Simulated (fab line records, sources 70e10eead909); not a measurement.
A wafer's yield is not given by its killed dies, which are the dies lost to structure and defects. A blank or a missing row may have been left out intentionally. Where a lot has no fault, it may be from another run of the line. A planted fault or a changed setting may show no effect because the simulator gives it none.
Which tool was responsible? | flow nand harc | 13 lots with 35 wafers sampled at 4 steps, on a route of 1159 steps

## WHAT THE GAUGES READ, wafer by wafer
NHARC_END_SORT_01. Usual: killed at array 30, standard deviation 10; killed at other 0.5, standard deviation 0.82; killed at periphery 2.9, standard deviation 2; killed dies 34, standard deviation 11; killed open 3.2, standard deviation 1.8; killed short 2.0, standard deviation 1.4.
lot  | measured     | on        | killed at array | killed at other | killed at periphery | killed dies | killed open | killed short | flag
L152 | day 20 18:53 | prober-01 | 29 30 18        | 0 0 0           | 3 647 3             | 32 677 21   | 4 2 1       | 1 3 0        | OFF
L155 | day 21 03:32 | prober-02 | 33              | 0               | 644                 | 677         | 3           | 1            | OFF
L157 | day 22 15:11 | prober-02 | 34              | 0               | 643                 | 677         | 4           | 1            | OFF
L162 | day 24 07:23 | prober-01 | 39 36 35        | 1 0 0           | 4 1 2               | 44 37 37    | 8 2 2       | 1 3 4        |

## WHAT TOOL EACH LOT RAN ON (gives the tool, then ch and the chambers of the sampled wafers, and finally the start)
lot  | NHARC_P_M2_DEP_33               | NHARC_P_BONDPAD_ETCH_37            | NHARC_P_BONDPAD_ETCH_12
L148 | pecvd-02 ch 0,1,2, day 5 23:07  | rie diel-01 ch 0,2, day 6 00:55    | rie diel-01 ch 0,2,3, day 6 01:01
L149 | pecvd-02 ch 0,1,2, day 6 17:53  | rie diel-03 ch 2,3, day 6 19:48    | rie diel-03 ch 1,2,3, day 6 19:55
L151 | pecvd-02 ch 1,2, day 6 21:19    | rie diel-03 ch 1,2, day 6 23:05    | rie diel-03 ch 1,2, day 6 23:11
L150 | pecvd-04 ch 0,2, day 6 21:55    | rie diel-03 ch 1,2, day 6 23:46    | rie diel-03 ch 1,2, day 6 23:52
L153 | pecvd-04 ch 0,2, day 7 07:57    | rie diel-03 ch 0,1,2, day 7 09:52  | rie diel-03 ch 1,2,3, day 7 09:57
L152 | pecvd-03 ch 1,2, day 7 08:16    | rie diel-03 ch 0,1,3, day 7 10:11  | rie diel-03 ch 0,1,2, day 7 10:16
L155 | pecvd-02 ch 2, day 7 23:19      | rie diel-03 ch 1, day 8 01:11      | rie diel-03 ch 0, day 8 01:16
L157 | pecvd-02 ch 1, day 9 01:02      | rie diel-03 ch 3, day 9 02:52      | rie diel-03 ch 0, day 9 02:58
L159 | pecvd-02 ch 1,2, day 9 15:52    | rie diel-01 ch 0,1,2, day 9 17:42  | rie diel-01 ch 1,2,3, day 9 17:47
L161 | pecvd-03 ch 1,2, day 9 21:34    | rie diel-01 ch 1,2,3, day 9 23:37  | rie diel-01 ch 0,2, day 9 23:49
L160 | pecvd-02 ch 0,1,2, day 9 22:48  | rie diel-01 ch 0,2,3, day 10 00:53 | rie diel-01 ch 1,2, day 10 01:02
L162 | pecvd-04 ch 0,2, day 10 01:15   | rie diel-01 ch 0,1,2, day 10 03:12 | rie diel-01 ch 0,3, day 10 03:17
L169 | pecvd-02 ch 0,1,2, day 11 05:05 | rie diel-01 ch 0,3, day 11 07:04   | rie diel-01 ch 0,3, day 11 07:13
- NHARC_P_M2_DEP_33: deposits SiCN, target thk 30 nm.
- NHARC_P_BONDPAD_ETCH_37: etches the open film in N2/H2, target depth 60 nm, overetch 18 nm, time 65.91 s.
- NHARC_P_BONDPAD_ETCH_12: etches the open film in CHF3/O2, target depth 200 nm, time 100 s.

## AS READ BY THE TOOLS THEMSELVES (means over the sampled wafers that have a number; for cases with no such wafer, the mark the record gives instead)
NHARC_P_M2_DEP_33. Usual: 609 W for heater power w, sd 60.
lot  | tool     | heater power w (W) | flag
L148 | pecvd-02 | 594                |
L149 | pecvd-02 | 606                |
L151 | pecvd-02 | 593                |
L150 | pecvd-04 | 587                |
L153 | pecvd-04 | 562                |
L152 | pecvd-03 | 579                |
L155 | pecvd-02 | 513                |
L157 | pecvd-02 | 640                |
L159 | pecvd-02 | 606                |
L161 | pecvd-03 | 575                |
L160 | pecvd-02 | 596                |
L162 | pecvd-04 | 566                |
L169 | pecvd-02 | 578                |

NHARC_P_BONDPAD_ETCH_37. Usual: drypump motor current A 5.7 A (standard deviation 0.43); mfc ar sccm 0.014 sccm (standard deviation 0.017); oes product au 1.000 a.u. (standard deviation 0.018); rf fwd power W 395.7 W (standard deviation 1.9); rf vpp V 429.5 V (standard deviation 2.5); showerhead plenum p Torr 2.01 Torr (standard deviation 0.088); throttle valve pct 14.172 % (standard deviation 0.0092).
lot  | tool        | drypump motor current A (A) | mfc ar sccm (sccm) | oes product au (a.u.) | rf fwd power W (W) | rf vpp V (V) | showerhead plenum p Torr (Torr) | throttle valve pct (%) | flag
L148 | rie diel-01 | 5.9                         | 0.012              | 1.010                 | 396.5              | 429.5        | 1.99                            | 14.167                 |
L149 | rie diel-03 | 5.2                         | 0.000              | 0.977                 | 395.1              | 430.1        | 2.02                            | 14.171                 |
L151 | rie diel-03 | 5.7                         | 0.027              | 1.017                 | 396.2              | 427.4        | 1.92                            | 14.162                 |
L150 | rie diel-03 | 5.8                         | 0.014              | 1.003                 | 397.1              | 427.4        | 1.94                            | 14.165                 |
L153 | rie diel-03 | 5.9                         | 0.023              | 1.015                 | 395.3              | 428.4        | 1.94                            | 14.175                 |
L152 | rie diel-03 | 5.6                         | 0.023              | 1.006                 | 395.0              | 429.0        | 1.98                            | 14.177                 |
L155 | rie diel-03 | 5.7                         | 0.041              | 1.025                 | 396.3              | 426.9        | 1.91                            | 14.179                 |
L157 | rie diel-03 | 4.9                         | 0.000              | 0.979                 | 393.5              | 430.8        | 2.05                            | 14.160                 |
L159 | rie diel-01 | 5.7                         | 0.013              | 0.997                 | 395.8              | 430.7        | 2.05                            | 14.175                 |
L161 | rie diel-01 | 5.9                         | 0.001              | 0.985                 | 395.7              | 431.3        | 2.05                            | 14.165                 |
L160 | rie diel-01 | 5.7                         | 0.012              | 0.989                 | 397.7              | 431.3        | 2.06                            | 14.168                 |
L162 | rie diel-01 | 5.7                         | 0.013              | 0.994                 | 395.6              | 429.8        | 2.05                            | 14.167                 |
L169 | rie diel-01 | 5.5                         | 0.012              | 0.988                 | 397.9              | 433.5        | 2.12                            | 14.172                 |

NHARC_P_BONDPAD_ETCH_12. Usual: drypump motor current A 5.7 A (standard deviation 0.43); mfc ar sccm 200.0 sccm (standard deviation 0.58); oes product au 0.945 a.u. (standard deviation 0.024); rf fwd power W 496.2 W (standard deviation 2); rf vpp V 369.8 V (standard deviation 2.3); showerhead plenum p Torr 2.36 Torr (standard deviation 0.095); throttle valve pct 20.573 % (standard deviation 0.0087).
lot  | tool        | drypump motor current A (A) | mfc ar sccm (sccm) | oes product au (a.u.) | rf fwd power W (W) | rf vpp V (V) | showerhead plenum p Torr (Torr) | throttle valve pct (%) | flag
L148 | rie diel-01 | 5.7                         | 199.5              | 0.944                 | 498.3              | 371.1        | 2.43                            | 20.577                 |
L149 | rie diel-03 | 5.5                         | 199.7              | 0.920                 | 495.9              | 369.2        | 2.33                            | 20.573                 |
L151 | rie diel-03 | 5.8                         | 199.7              | 0.984                 | 496.8              | 367.7        | 2.29                            | 20.573                 |
L150 | rie diel-03 | 5.7                         | 199.7              | 0.987                 | 499.2              | 366.6        | 2.27                            | 20.577                 |
L153 | rie diel-03 | 5.5                         | 200.1              | 0.918                 | 495.9              | 368.9        | 2.33                            | 20.571                 |
L152 | rie diel-03 | 5.9                         | 200.2              | 0.859                 | 430.1              | 369.0        | 2.30                            | 20.571                 | OFF
L155 | rie diel-03 | 6.1                         | 199.9              | 0.703                 | 294.2              | 369.2        | 2.33                            | 20.567                 | OFF
L157 | rie diel-03 | 6.2                         | 201.2              | 0.705                 | 296.0              | 367.6        | 2.33                            | 20.566                 | OFF
L159 | rie diel-01 | 5.9                         | 200.4              | 0.950                 | 496.1              | 370.7        | 2.41                            | 20.577                 |
L161 | rie diel-01 | 5.9                         | 200.3              | 0.938                 | 498.0              | 369.6        | 2.34                            | 20.570                 |
L160 | rie diel-01 | 6.0                         | 200.6              | 0.929                 | 495.6              | 369.8        | 2.40                            | 20.572                 |
L162 | rie diel-01 | 5.5                         | 199.5              | 0.950                 | 498.6              | 373.6        | 2.50                            | 20.573                 |
L169 | rie diel-01 | 5.5                         | 200.7              | 0.932                 | 497.7              | 371.9        | 2.49                            | 20.569                 |

## THE ANSWER, worked out from the rows above alone
Rule: a lot counts as off when the mean over its wafers that have a number is more than 3 standard deviations away from the usual mean. A lot without any number at a reading at which 4 lots or more have one is off too. The other lots that the step has rows for count as sound. After the gauges, taken in route order, come the tools' own readings; for these a lot's mean is taken, as printed above. The first step at which some lot is off is used, and at that step the reading that is off furthest; a lot without a number counts as furthest.
Off, at NHARC_END_SORT_01 on killed at periphery: L152, L155, L157. Neither off nor sound, because the step has no rows for them: L148, L149, L151, L150, L153, L159, L161, L160, L169.
A tool fits if, at a process step before that reading, it ran every lot that is off, and no sound lot after the first of them. Not tried: the gauges at NHARC_END_SORT_01; whatever is off there is also off at NHARC_P_BONDPAD_ETCH_12, on other tools, and gauge error can't account for it. One candidate fits, namely rie diel-03 at NHARC_P_BONDPAD_ETCH_37 and NHARC_P_BONDPAD_ETCH_12. It ran no sound lot before its first lot that is off in this sample, so the start can't be narrowed down.

## WHAT THE SIMULATOR HAD INSERTED
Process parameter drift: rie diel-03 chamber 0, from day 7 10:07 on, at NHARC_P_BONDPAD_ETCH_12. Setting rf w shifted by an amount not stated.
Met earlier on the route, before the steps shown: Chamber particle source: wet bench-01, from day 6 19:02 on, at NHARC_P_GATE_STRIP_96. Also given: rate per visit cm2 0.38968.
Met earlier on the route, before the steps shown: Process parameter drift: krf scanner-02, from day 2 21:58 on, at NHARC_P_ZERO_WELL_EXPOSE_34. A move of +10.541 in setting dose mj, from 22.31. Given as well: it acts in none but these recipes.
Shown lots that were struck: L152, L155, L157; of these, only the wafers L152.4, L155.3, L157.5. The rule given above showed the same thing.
